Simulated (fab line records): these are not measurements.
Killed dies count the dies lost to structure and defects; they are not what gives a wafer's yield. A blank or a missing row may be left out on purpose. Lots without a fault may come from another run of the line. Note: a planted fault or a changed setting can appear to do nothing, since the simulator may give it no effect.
A struck lot beside a sound one	flow nand-harc	34 steps out of a route of 1159
Sound: these wafers, L157.2, L157.4, L157.5. Wafers L172.2, L172.5, L172.6 were the ones struck. The cause is given at the end.
For every step that has rows: the tool of each side, followed by ch and its chambers, followed by its first start. Under that, the readings that differ: sound wafers	struck wafers	difference of the means	sigmas: that difference in standard deviations of wafers without a fault.
alike: a reading whose means differ by less than 2 such deviations, as well as words and numbers matching on both sides. not compared: withheld readings; readings where some wafer has no value; bounds like >300 that might hide an equal value; numbers whose values overlap and for which the record gives no deviation.
The two part at a step that has a row with sigmas, a row that says differs or no value, or rows on one side only. When numbers do not overlap yet have no deviation, they are printed without sigmas and do not part them. A reading missing from all wafers of one side parts the sides only when that side holds two or more wafers.

first, 5 steps without rows for these wafers: NHARC_A_ONON_D1_DEP_22 (target thk 1000 nm); NHARC_A_ONON_D1_DEP_25 (target thk 1000 nm); NHARC_A_ONON_D1_DEP_28 (target thk 1000 nm); NHARC_A_ONON_D1_DEP_33 (deposits SiO2, target thk 200 nm); NHARC_A_CHANNEL_HOLE_D1_DEP_00 (deposits aC, target thk 3100 nm).
NHARC_A_CHANNEL_HOLE_D1_DEP_01: deposits SiON, target thk 140 nm.
  sound on pecvd-03 ch 0,1,2, day 8 20:23; struck on pecvd-03 ch 0,2, day 12 04:31
  alike: heater-power-w
then, 10 steps without rows for these wafers: NHARC_A_CHANNEL_HOLE_D1_DEHYDRATE_02 (time 120 s); NHARC_A_CHANNEL_HOLE_D1_HMDS_03 (time 30 s); NHARC_A_CHANNEL_HOLE_D1_COAT_36 (time 75 s); NHARC_A_CHANNEL_HOLE_D1_COAT_37 (time 65 s); NHARC_A_CHANNEL_HOLE_D1_COAT_04 (resist thk 90 nm); NHARC_A_CHANNEL_HOLE_D1_SOFTBAKE_05 (time 55 s); NHARC_A_CHANNEL_HOLE_D1_EBR_06; NHARC_A_CHANNEL_HOLE_D1_EXPOSE_07 (exposes mask HOLE D1, target cd 100 nm); NHARC_A_CHANNEL_HOLE_D1_PEB_08 (peb time 65 s); NHARC_A_CHANNEL_HOLE_D1_DEVELOP_09 (develop time 35 s).
NHARC_A_CHANNEL_HOLE_D1_INSPECT_12:
  sound on defect-inspect-02, day 8 21:07; struck on defect-inspect-01, day 12 05:22
reading	sound	struck	difference	sigmas
raw-defect-count	8 10 6	407 415 376	+391	+99 or more
then, 15 steps without rows for these wafers: NHARC_A_CHANNEL_HOLE_D1_DESCUM_15 (chemistry O2, time 3 s); NHARC_A_CHANNEL_HOLE_D1_ETCH_38 (etches the open film in CF4, target depth 39 nm, time 65 s); NHARC_A_CHANNEL_HOLE_D1_ETCH_39 (etches the open film in N2/H2, target depth 260 nm, time 325 s); NHARC_A_CHANNEL_HOLE_D1_ETCH_34 (etches the open film in CF4/CHF3, target depth 154 nm, time 77 s); NHARC_A_CHANNEL_HOLE_D1_ETCH_16 (etches the open film in O2/COS, target depth 3100 nm, time 806 s); NHARC_A_CHANNEL_HOLE_D1_ETCH_19 (etches the open film in C4F8/O2/Ar, time 34.5 s); NHARC_A_CHANNEL_HOLE_D1_ETCH_20 (etches the open film in C4F8/O2/Ar, time 361.9 s, target depth 1600 nm); NHARC_A_CHANNEL_HOLE_D1_ETCH_21 (etches the open film in C4F8/O2/Ar, time 514.3 s, target depth 1600 nm); NHARC_A_CHANNEL_HOLE_D1_ETCH_22 (etches the open film in C4F8/O2/Ar, time 666.7 s, target depth 1600 nm); NHARC_A_CHANNEL_HOLE_D1_ETCH_23 (etches the open film in C4F8/O2/Ar, time 819 s, target depth 1600 nm); NHARC_A_CHANNEL_HOLE_D1_ETCH_24 (etches the open film in C4F8/O2/Ar, time 906.2 s, target depth 1500 nm); NHARC_A_CHANNEL_HOLE_D1_ETCH_25 (etches the open film in C4F8/O2/Ar, time 1040.2 s, target depth 1500 nm); NHARC_A_CHANNEL_HOLE_D1_ETCH_26 (etches the open film in C4F8/O2/Ar, time 224.1 s, target depth 300 nm); NHARC_A_CHANNEL_HOLE_D1_ETCH_33 (etches the open film in C4F8/O2/Ar, time 90 s, target depth 400 nm); NHARC_A_CHANNEL_HOLE_D1_STRIP_41 (strips in N2/H2).
NHARC_A_CHANNEL_HOLE_D1_INSPECT_40:
  sound on defect-inspect-01, day 9 04:02; struck on defect-inspect-02, day 12 12:19
reading	sound	struck	difference	sigmas
raw-defect-count	63 75 99	449 441 443	+365	+21
-- jump in the record: it breaks off in module A_CHANNEL_HOLE_D1 and resumes in module END (first step shown: number 1159 of the route), and 10 days separate the struck wafers' starts before and after --
NHARC_END_SORT_01:
  sound on prober-02 ch 0, day 19 19:53; struck on prober-02 ch 0, day 22 19:28
reading	sound	struck	difference	sigmas
killed-at-array	21 26 27	78 78 105	+62	+6
killed-dies	24 27 27	80 82 108	+64	+6
  alike: killed-at-other, killed-at-periphery, killed-open, killed-short

WHERE THEY PART
Earliest at NHARC_A_CHANNEL_HOLE_D1_INSPECT_12; latest, in this record, at NHARC_END_SORT_01.

WHY: what the simulator had put in
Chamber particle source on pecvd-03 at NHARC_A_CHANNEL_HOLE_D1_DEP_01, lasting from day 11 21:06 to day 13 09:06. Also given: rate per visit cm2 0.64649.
